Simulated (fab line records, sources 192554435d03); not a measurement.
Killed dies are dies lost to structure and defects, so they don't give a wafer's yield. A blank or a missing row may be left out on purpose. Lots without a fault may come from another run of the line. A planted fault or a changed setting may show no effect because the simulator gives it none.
Chamber matching | flow n5_finfet | N5_BEOL_M0_SAQP_STRIP_108 on rie_diel-05: 4 sister chambers
The step strips in N2/H2. 4 wafers are shown with their chamber, then 9 later ones without.

WAFERS WITH THEIR CHAMBER
wafer  | chamber | drypump_motor_current_A (A)
L085.2 | 1       | 4.9
L091.1 | 3       | 5.4
L091.3 | 2       | 5.8
L091.6 | 0       | 4.9

WAFERS WITHOUT THEIR CHAMBER
wafer  | drypump_motor_current_A (A)
L093.1 | 5.0
L093.3 | 4.9
L093.6 | 4.9
L094.1 | 5.9
L094.2 | 5.4
L094.3 | 4.9
L095.2 | 4.9
L095.3 | 4.9
L095.6 | 4.9

WHICH CHAMBER EACH WENT THROUGH
wafer  | from the rows above     | in truth
L093.1 | can't be placed: 0 or 1 | 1
L093.3 | can't be placed: 0 or 1 | 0
L093.6 | can't be placed: 0 or 1 | 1
L094.1 | 2                       | 2
L094.2 | 3                       | 3
L094.3 | can't be placed: 0 or 1 | 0
L095.2 | can't be placed: 0 or 1 | 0
L095.3 | can't be placed: 0 or 1 | 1
L095.6 | can't be placed: 0 or 1 | 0
Placed correctly: 2 of 9. Can't be placed from these rows: 7 (the true chamber is among the candidates in 7). Placed wrongly: 0.
How it was worked out, from the rows above alone: a wafer's distance from a chamber is the root of the sum, over the readings, of the square of ((its reading less the chamber's mean) divided by the reading's scatter). The wafer belongs to the nearest chamber; if the next one is less than 2 further off, it can't be placed. A chamber's mean is the mean of its shown wafers. The scatter: with one shown wafer a chamber, the root of the mean of the squares of how far each hidden wafer lies from its nearest shown one.
